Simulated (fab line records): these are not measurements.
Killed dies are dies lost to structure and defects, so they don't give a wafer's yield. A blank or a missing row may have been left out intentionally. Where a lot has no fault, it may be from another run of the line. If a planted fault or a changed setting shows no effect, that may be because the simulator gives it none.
Matching of chambers + flow nandHarc + rieDiel-09 running NHARC_A_BLC_STRIP_21: 4 sister chambers
The step strips in O2. 16 wafers are shown with their chamber, then 8 later ones without.

== WAFERS PAIRED WITH THEIR CHAMBERS ==
| wafer  | chamber | showerheadPlenumPTorr (Torr) | rfVppV (V) | oesProductAu (a.u.) |
|--------|---------|------------------------------|------------|---------------------|
| L126.4 | 2       | 3.73                         | 57.9       | 1.006               |
| L126.5 | 1       | 3.50                         | 57.8       | 1.000               |
| L126.6 | 2       | 3.73                         | 58.5       | 1.000               |
| L127.1 | 3       | 3.34                         | 56.6       | 1.004               |
| L127.2 | 1       | 3.50                         | 56.9       | 1.022               |
| L127.3 | 0       | 3.62                         | 56.1       | 1.009               |
| L129.1 | 0       | 3.62                         | 59.3       | 1.007               |
| L129.3 | 1       | 3.49                         | 57.6       | 1.018               |
| L129.4 | 3       | 3.34                         | 55.9       | 1.003               |
| L128.1 | 3       | 3.34                         | 56.3       | 1.007               |
| L128.4 | 0       | 3.62                         | 57.8       | 1.005               |
| L128.5 | 2       | 3.73                         | 57.8       | 1.018               |
| L130.3 | 0       | 3.62                         | 57.3       | 1.010               |
| L130.4 | 3       | 3.34                         | 56.8       | 1.000               |
| L130.6 | 3       | 3.34                         | 58.4       | 1.005               |
| L136.2 | 2       | 3.72                         | 58.1       | 0.999               |

SIGNATURES (means of the wafers above)
| reading               | chamber 0 | chamber 1 | chamber 2 | chamber 3 | scatter within a chamber |
|-----------------------|-----------|-----------|-----------|-----------|--------------------------|
| showerheadPlenumPTorr | 3.6200    | 3.4967    | 3.7275    | 3.3400    | 0.00344                  |
| rfVppV                | 57.625    | 57.433    | 58.075    | 56.800    | 0.897                    |
| oesProductAu          | 1.00775   | 1.01333   | 1.00575   | 1.00380   | 0.00674                  |
Rule: for each reading, subtract the chamber's mean from the wafer's reading, divide by that reading's scatter and square the result; add these up over the readings and take the root, which gives the wafer's distance from the chamber. If the next closest chamber is less than 2 further off than the closest, the wafer can't be placed; otherwise it belongs to the closest. The scatter is the square root of a quotient: the sum, over the shown wafers, of each reading's squared deviation from its chamber's mean, divided by wafers minus chambers.

== WAFERS WITH NO CHAMBER GIVEN ==
| wafer  | showerheadPlenumPTorr (Torr) | rfVppV (V) | oesProductAu (a.u.) |
|--------|------------------------------|------------|---------------------|
| L136.4 | 3.34                         | 55.9       | 1.015               |
| L136.6 | 3.34                         | 56.2       | 1.002               |
| L134.1 | 3.34                         | 58.7       | 1.002               |
| L134.4 | 3.62                         | 59.4       | 0.997               |
| L134.6 | 3.62                         | 57.9       | 0.996               |
| L143.1 | 3.34                         | 57.0       | 0.987               |
| L143.2 | 3.49                         | 58.4       | 1.000               |
| L143.3 | 3.61                         | 56.9       | 1.001               |

== EACH ONE'S CHAMBER ==
| wafer  | from the rows above | in truth |
|--------|---------------------|----------|
| L136.4 | 3                   | 3        |
| L136.6 | 3                   | 3        |
| L134.1 | 3                   | 3        |
| L134.4 | 0                   | 0        |
| L134.6 | 0                   | 0        |
| L143.1 | 3                   | 3        |
| L143.2 | 1                   | 1        |
| L143.3 | 0                   | 0        |
Correct placement for 8 of the 8. Not placeable from these rows: 0. Placed wrongly: 0.
